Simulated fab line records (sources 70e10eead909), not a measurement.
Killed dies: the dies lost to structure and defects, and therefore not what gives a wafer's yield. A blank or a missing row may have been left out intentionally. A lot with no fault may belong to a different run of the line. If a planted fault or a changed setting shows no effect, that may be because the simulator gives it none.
Matching of chambers + flow nand_harc + NHARC_A_STAIRCASE_ETCH_444 on rie_diel-12 has 4 sister chambers
The step etches the open film in C4F8/O2, target depth 10200 nm, time 3400 s. 7 wafers are shown with their chamber, then 7 later ones without.

## WAFERS WITH THEIR CHAMBER
| wafer  | chamber | rf_vpp_V (V) | oes_product_au (a.u.) |
|--------|---------|--------------|-----------------------|
| L123.4 | 1       | 810          | 0.930                 |
| L124.5 | 3       | 809          | 0.928                 |
| L124.6 | 0       | 806          | 0.937                 |
| L130.1 | 3       | 811          | 0.938                 |
| L130.5 | 2       | 812          | 0.919                 |
| L138.1 | 2       | 813          | 0.932                 |
| L138.2 | 0       | 806          | 0.976                 |

## WAFERS MISSING THEIR CHAMBER
| wafer  | rf_vpp_V (V) | oes_product_au (a.u.) |
|--------|--------------|-----------------------|
| L138.4 | 809          | 0.946                 |
| L136.4 | 809          | 0.944                 |
| L136.5 | 811          | 0.941                 |
| L136.6 | 812          | 0.924                 |
| L139.3 | 809          | 0.949                 |
| L139.5 | 810          | 0.946                 |
| L139.6 | 805          | 0.940                 |

## CHAMBER TAKEN BY EACH
| wafer  | from the rows above          | in truth |
|--------|------------------------------|----------|
| L138.4 | can't be placed: 3 or 1      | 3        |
| L136.4 | can't be placed: 3 or 1      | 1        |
| L136.5 | can't be placed: 3 or 1 or 2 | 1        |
| L136.6 | can't be placed: 2 or 1 or 3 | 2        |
| L139.3 | can't be placed: 3 or 1 or 0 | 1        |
| L139.5 | can't be placed: 3 or 1      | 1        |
| L139.6 | 0                            | 0        |
Correct placement for 1 of the 7. Unplaceable from these rows: 6, with the true chamber sitting among the candidates in 6. Number placed wrongly: 0.
How it was worked out, from the rows above alone: a wafer's distance from a chamber is the root of the sum, over the readings, of the square of ((its reading less the chamber's mean) divided by the reading's scatter). If the next closest chamber is less than 2 further off than the closest, the wafer can't be placed; otherwise it belongs to the closest. The mean given for a chamber averages the wafers shown for that chamber. The scatter is the square root of a quotient: the sum, over the shown wafers, of each reading's squared deviation from its chamber's mean, divided by wafers minus chambers.
